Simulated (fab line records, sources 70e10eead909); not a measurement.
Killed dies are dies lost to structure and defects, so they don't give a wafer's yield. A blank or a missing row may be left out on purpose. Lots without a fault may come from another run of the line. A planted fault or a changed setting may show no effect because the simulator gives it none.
Which tool did it? | flow nand_harc | 12 lots, 36 wafers sampled, at 6 steps of a route of 1159

WHAT THE GAUGES READ, wafer by wafer
NHARC_A_ONON_D1_THK_MEAS_08: measures by ellipsometry. Usual: thk_nm 997 nm, standard deviation 12.
lot  | measured     | on            | thk_nm (nm)    | flag
L137 | day 8 03:24  | film_metro-01 | 973 973 973    |
L139 | day 8 03:26  | film_metro-02 | 1002 1003 1003 |
L138 | day 8 03:29  | film_metro-02 | 993 991 993    |
L140 | day 8 13:20  | film_metro-01 | 989 988 988    |
L144 | day 9 05:56  | film_metro-02 | 1002 1003 1001 |
L145 | day 9 05:58  | film_metro-02 | 981 982 979    |
L147 | day 9 18:36  | film_metro-02 | 1006 1006 1007 |
L148 | day 10 23:02 | film_metro-01 | 1010 1011 1011 |
L154 | day 11 22:19 | film_metro-02 | 1009 1007 1010 |
L156 | day 11 22:41 | film_metro-02 | 1000 1004 1003 |
L158 | day 12 20:57 | film_metro-02 | 1026 1027 1028 |
L160 | day 13 04:20 | film_metro-01 | 1011 1013 1014 |

NHARC_A_CHANNEL_HOLE_D1_INSPECT_40. Usual: raw_defect_count 62, standard deviation 16.
lot  | measured     | on                | raw_defect_count | flag
L137 | day 9 00:33  | defect_inspect-02 | 59 77 69         |
L139 | day 9 00:29  | defect_inspect-01 | 70 54 67         |
L138 | day 9 04:31  | defect_inspect-02 | 56 35 47         |
L140 | day 9 12:28  | defect_inspect-01 | 64 49 45         |
L144 | day 10 04:52 | defect_inspect-02 | 77 80 93         |
L145 | day 10 03:42 | defect_inspect-01 | 53 39 47         |
L147 | day 10 18:05 | defect_inspect-01 | 780 783 820      | OFF
L148 | day 12 00:09 | defect_inspect-02 | 755 750 786      | OFF
L154 | day 13 00:58 | defect_inspect-02 | 56 43 57         |
L156 | day 12 20:55 | defect_inspect-02 | 74 56 63         |
L158 | day 13 19:35 | defect_inspect-01 | 55 50 44         |
L160 | day 14 06:29 | defect_inspect-01 | 56 66 55         |

NHARC_END_SORT_01. Usual: killed_at_array 28, standard deviation 8.6; killed_at_other 0.7, standard deviation 1.2; killed_at_periphery 3.1, standard deviation 2.3; killed_dies 32, standard deviation 8.7; killed_open 3.2, standard deviation 1.7; killed_short 2.0, standard deviation 1.5.
lot  | measured     | on        | killed_at_array | killed_at_other | killed_at_periphery | killed_dies | killed_open | killed_short | flag
L147 | day 21 20:43 | prober-01 | 110 95 99       | 2 1 1           | 4 3 4               | 116 99 104  | 7 3 2       | 5 1 2        | OFF
L148 | day 22 05:23 | prober-01 | 115 114 125     | 0 0 0           | 1 0 3               | 116 114 128 | 3 1 1       | 1 0 3        | OFF

WHICH TOOL RAN EACH LOT (tool, then ch and the chambers of the sampled wafers, then the start)
lot  | NHARC_A_CHANNEL_HOLE_D1_ETCH_19  | NHARC_A_CHANNEL_FILL_D1_ALD_02   | NHARC_A_CHANNEL_FILL_D1_STRIP_29
L137 | har_etch-01 ch 0,1, day 8 18:49  | ald_hk-02 ch 0,1, day 9 01:07    | rie_diel-09 ch 1,2, no start
L139 | har_etch-02 ch 0,1, day 8 18:40  | ald_hk-02 ch 1,2, day 9 00:41    | rie_diel-03 ch 0,3, day 10 19:17
L138 | har_etch-02 ch 0,1, day 8 22:48  | ald_hk-03 ch 0,2,3, day 9 04:42  | rie_diel-03 ch 0,3, day 11 03:14
L140 | har_etch-01 ch 0,1, day 9 06:27  | ald_hk-01 ch 1,2,3, day 9 12:50  | rie_diel-03 ch 0,3, day 11 08:53
L144 | har_etch-01 ch 0,1, day 9 23:01  | ald_hk-01 ch 1,2,3, day 10 05:08 | rie_diel-02 ch 0,1,3, no start
L145 | har_etch-02 ch 1, day 9 22:00    | ald_hk-03 ch 1,2, day 10 03:58   | rie_diel-03 ch 0,1,2, no start
L147 | har_etch-01 ch 0,1, day 10 12:02 | ald_hk-02 ch 0,1,3, day 10 20:55 | rie_diel-03 ch 0,3, day 21 20:43 or earlier
L148 | har_etch-01 ch 0, day 11 18:26   | ald_hk-01 ch 0,2,3, day 12 00:29 | rie_diel-09 ch 1,2, day 22 05:23 or earlier
L154 | har_etch-02 ch 0,1, day 12 18:59 | ald_hk-01 ch 1,2,3, day 13 01:17 | rie_diel-09 ch 1,2,3, no start
L156 | har_etch-02 ch 0,1, day 12 14:53 | ald_hk-01 ch 2,3, day 12 21:07   | rie_diel-09 ch 0,1,3, no start
L158 | har_etch-02 ch 0,1, day 13 13:50 | ald_hk-01 ch 1,2,3, day 13 19:47 | rie_diel-03 ch 0,2,3, no start
L160 | har_etch-02 ch 0,1, day 14 00:46 | ald_hk-01 ch 0,2,3, day 14 06:54 | rie_diel-03 ch 1,2,3, no start
- NHARC_A_CHANNEL_HOLE_D1_ETCH_19: etches the open film in C4F8/O2/Ar, time 34.5 s.
- NHARC_A_CHANNEL_FILL_D1_ALD_02: deposits SiO2, target thk 6 nm, pulse time 10 s, ald cycles 60.
- NHARC_A_CHANNEL_FILL_D1_STRIP_29: strips in O2, time 20 s.

WHAT THE TOOLS THEMSELVES READ (means of the sampled wafers that have a number; where no wafer has one, the mark that the record gives instead)
NHARC_A_CHANNEL_HOLE_D1_ETCH_19. Usual: bias_v 1200 V, standard deviation 12; drypump_motor_current_A 5.8 A, standard deviation 0.39; showerhead_plenum_p_Torr 3.74 Torr, standard deviation 0.12; throttle_valve_pct 37.038 %, standard deviation 0.0082.
lot  | tool        | bias_v (V) | drypump_motor_current_A (A) | showerhead_plenum_p_Torr (Torr) | throttle_valve_pct (%) | flag
L137 | har_etch-01 | 1208       | 5.2                         | 3.72                            | 37.043                 |
L139 | har_etch-02 | 1206       | 6.0                         | 3.80                            | 37.038                 |
L138 | har_etch-02 | 1198       | 6.1                         | 3.71                            | 37.045                 |
L140 | har_etch-01 | 1199       | 5.3                         | 3.72                            | 37.043                 |
L144 | har_etch-01 | 1214       | 5.3                         | 3.79                            | 37.038                 |
L145 | har_etch-02 | 1192       | 6.2                         | 3.63                            | 37.037                 |
L147 | har_etch-01 | 1188       | 5.3                         | 3.79                            | 37.038                 |
L148 | har_etch-01 | 1198       | 5.4                         | 3.86                            | 37.028                 |
L154 | har_etch-02 | 1198       | 6.1                         | 3.77                            | 37.033                 |
L156 | har_etch-02 | 1198       | 6.1                         | 3.77                            | 37.048                 |
L158 | har_etch-02 | 1206       | 6.1                         | 3.76                            | 37.036                 |
L160 | har_etch-02 | 1187       | 6.1                         | 3.68                            | 37.038                 |

NHARC_A_CHANNEL_FILL_D1_ALD_02. Usual: heater_power_w 463 W, standard deviation 45; precursor_pulse_height_rel 1.000, standard deviation 0.02.
lot  | tool      | heater_power_w (W) | precursor_pulse_height_rel | flag
L137 | ald_hk-02 | 483                | 1.008                      |
L139 | ald_hk-02 | 476                | 1.006                      |
L138 | ald_hk-03 | 452                | 0.994                      |
L140 | ald_hk-01 | 492                | 0.994                      |
L144 | ald_hk-01 | 497                | 1.000                      |
L145 | ald_hk-03 | 434                | 0.991                      |
L147 | ald_hk-02 | 472                | 1.004                      |
L148 | ald_hk-01 | 447                | 0.989                      |
L154 | ald_hk-01 | 485                | 0.984                      |
L156 | ald_hk-01 | 451                | 0.995                      |
L158 | ald_hk-01 | 488                | 0.996                      |
L160 | ald_hk-01 | 445                | 0.994                      |

NHARC_A_CHANNEL_FILL_D1_STRIP_29. Usual: drypump_motor_current_A 5.7 A, standard deviation 0.56; oes_product_au 1.004 a.u., standard deviation 0.011; rf_vpp_V 58.1 V, standard deviation 0.88; showerhead_plenum_p_Torr 3.60 Torr, standard deviation 0.19; throttle_valve_pct 17.034 %, standard deviation 0.0087.
lot  | tool        | drypump_motor_current_A (A) | oes_product_au (a.u.) | rf_vpp_V (V) | showerhead_plenum_p_Torr (Torr) | throttle_valve_pct (%) | flag
L137 | rie_diel-09 | 6.1                         | 0.995                 | 57.2         | 3.76                            | 17.027                 |
L139 | rie_diel-03 | 5.1                         | 1.017                 | 56.9         | 3.35                            | 17.040                 |
L138 | rie_diel-03 | 5.1                         | 1.019                 | 58.0         | 3.35                            | 17.029                 |
L140 | rie_diel-03 | 5.4                         | 1.014                 | 57.1         | 3.36                            | 17.030                 |
L144 | rie_diel-02 | 5.4                         | 0.985                 | 58.2         | 3.61                            | 17.043                 |
L145 | rie_diel-03 | 5.6                         | 0.999                 | 58.0         | 3.61                            | 17.033                 |
L147 | rie_diel-03 | 5.1                         | 1.015                 | 56.7         | 3.35                            | 17.038                 |
L148 | rie_diel-09 | 5.6                         | 1.005                 | 59.0         | 3.74                            | 17.037                 |
L154 | rie_diel-09 | 5.9                         | 1.009                 | 58.7         | 3.65                            | 17.034                 |
L156 | rie_diel-09 | 5.7                         | 1.006                 | 58.4         | 3.66                            | 17.041                 |
L158 | rie_diel-03 | 5.6                         | 1.000                 | 58.2         | 3.50                            | 17.032                 |
L160 | rie_diel-03 | 6.0                         | 0.992                 | 58.0         | 3.61                            | 17.022                 |

THE ANSWER, worked out from the rows above alone
Rule: a lot is off if the mean of its wafers that have a number lies more than 3 standard deviations from the usual mean. A lot without any number at a reading at which 4 lots or more have one is off too. The other lots that the step has rows for count as sound. The gauges are gone through in route order, then the tools' own readings, and for those a lot's mean is taken as printed above. The first step at which some lot is off is used, and at that step the reading that is off furthest; a lot without a number counts as furthest.
Off: L147, L148, at NHARC_A_CHANNEL_HOLE_D1_INSPECT_40 (raw_defect_count).
A tool fits if, at a process step before that reading, it ran every lot that is off, and no sound lot after the first of them. The gauges at NHARC_A_CHANNEL_HOLE_D1_INSPECT_40 aren't tried: what is off there is off at NHARC_END_SORT_01 too, on other tools, and a gauge's error can't cause that. One fits: har_etch-01 at NHARC_A_CHANNEL_HOLE_D1_ETCH_19. Its last sound lot is L144 (day 9 23:01), its first lot that is off L147 (day 10 12:02): a fault that began between those two fits.

WHAT THE SIMULATOR HAD PUT IN
Chamber particle source: har_etch-01, from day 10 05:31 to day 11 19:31, at NHARC_A_CHANNEL_HOLE_D1_ETCH_19. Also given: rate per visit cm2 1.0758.
Lots struck among those shown: L147, L148. The rule above found the same.
